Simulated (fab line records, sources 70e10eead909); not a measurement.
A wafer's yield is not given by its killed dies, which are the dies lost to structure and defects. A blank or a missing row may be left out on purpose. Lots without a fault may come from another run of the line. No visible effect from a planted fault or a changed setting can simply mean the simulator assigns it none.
Matching of chambers + flow nand-harc + rie-diel-05 running NHARC_P_ZERO_WELL_DESCUM_13: 4 sister chambers
The step chemistry O2, time 3 s. 14 wafers are shown with their chamber, then 7 later ones without.

## EACH WAFER AND ITS CHAMBER
| wafer  | chamber | drypump-motor-current-A (A) | showerhead-plenum-p-Torr (Torr) | oes-product-au (a.u.) |
|--------|---------|-----------------------------|---------------------------------|-----------------------|
| L892.4 | 0       | 4.7                         | 1.77                            | 0.996                 |
| L892.5 | 1       | 4.7                         | 1.94                            | 0.992                 |
| L892.6 | 3       | 5.8                         | 1.99                            | 0.991                 |
| L895.2 | 2       | 5.9                         | 1.96                            | 1.011                 |
| L895.4 | 0       | 4.6                         | 1.76                            | 1.004                 |
| L895.5 | 1       | 4.7                         | 1.93                            | 0.992                 |
| L902.2 | 1       | 4.7                         | 1.92                            | 1.006                 |
| L902.3 | 2       | 5.9                         | 1.95                            | 0.997                 |
| L902.6 | 1       | 4.8                         | 1.93                            | 1.001                 |
| L904.1 | 3       | 5.8                         | 1.98                            | 1.023                 |
| L904.3 | 1       | 4.7                         | 1.92                            | 1.011                 |
| L904.4 | 0       | 4.7                         | 2.07                            | 0.995                 |
| L908.1 | 3       | 5.8                         | 1.97                            | 1.012                 |
| L908.2 | 0       | 4.7                         | 2.06                            | 0.984                 |

SIGNATURES (averages over the wafers above)
| reading                  | chamber 0 | chamber 1 | chamber 2 | chamber 3 | scatter within a chamber |
|--------------------------|-----------|-----------|-----------|-----------|--------------------------|
| drypump-motor-current-A  | 4.675     | 4.720     | 5.900     | 5.800     | 0.0394                   |
| showerhead-plenum-p-Torr | 1.9150    | 1.9280    | 1.9550    | 1.9800    | 0.0952                   |
| oes-product-au           | 0.99475   | 1.00040   | 1.00400   | 1.00867   | 0.0106                   |
Rule: for a wafer and a chamber, the distance is found by dividing, reading by reading, the gap between the wafer's reading and the chamber's mean by the reading's scatter, squaring, summing and taking the root. The wafer belongs to the nearest chamber; if the next one is less than 2 further off, it can't be placed. The scatter: take each reading less its chamber's mean, square it, sum over the shown wafers, divide by the number of wafers less the number of chambers, and take the root.

## WAFERS WHOSE CHAMBER IS MISSING
| wafer  | drypump-motor-current-A (A) | showerhead-plenum-p-Torr (Torr) | oes-product-au (a.u.) |
|--------|-----------------------------|---------------------------------|-----------------------|
| L908.6 | 5.8                         | 1.97                            | 1.009                 |
| L913.2 | 4.6                         | 2.06                            | 0.999                 |
| L913.5 | 5.8                         | 1.97                            | 1.017                 |
| L913.6 | 4.7                         | 2.06                            | 1.013                 |
| L914.1 | 5.9                         | 1.94                            | 1.007                 |
| L914.3 | 4.7                         | 1.92                            | 0.999                 |
| L914.6 | 4.6                         | 2.06                            | 1.004                 |

## WHICH CHAMBER EACH ONE RAN IN
| wafer  | from the rows above     | in truth |
|--------|-------------------------|----------|
| L908.6 | 3                       | 3        |
| L913.2 | can't be placed: 0 or 1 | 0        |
| L913.5 | 3                       | 3        |
| L913.6 | can't be placed: 1 or 0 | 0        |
| L914.1 | 2                       | 2        |
| L914.3 | can't be placed: 1 or 0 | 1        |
| L914.6 | can't be placed: 0 or 1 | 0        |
Correctly placed: 3 of 7. Unplaceable from these rows: 4, with the true chamber sitting among the candidates in 4. 0 placed wrongly.
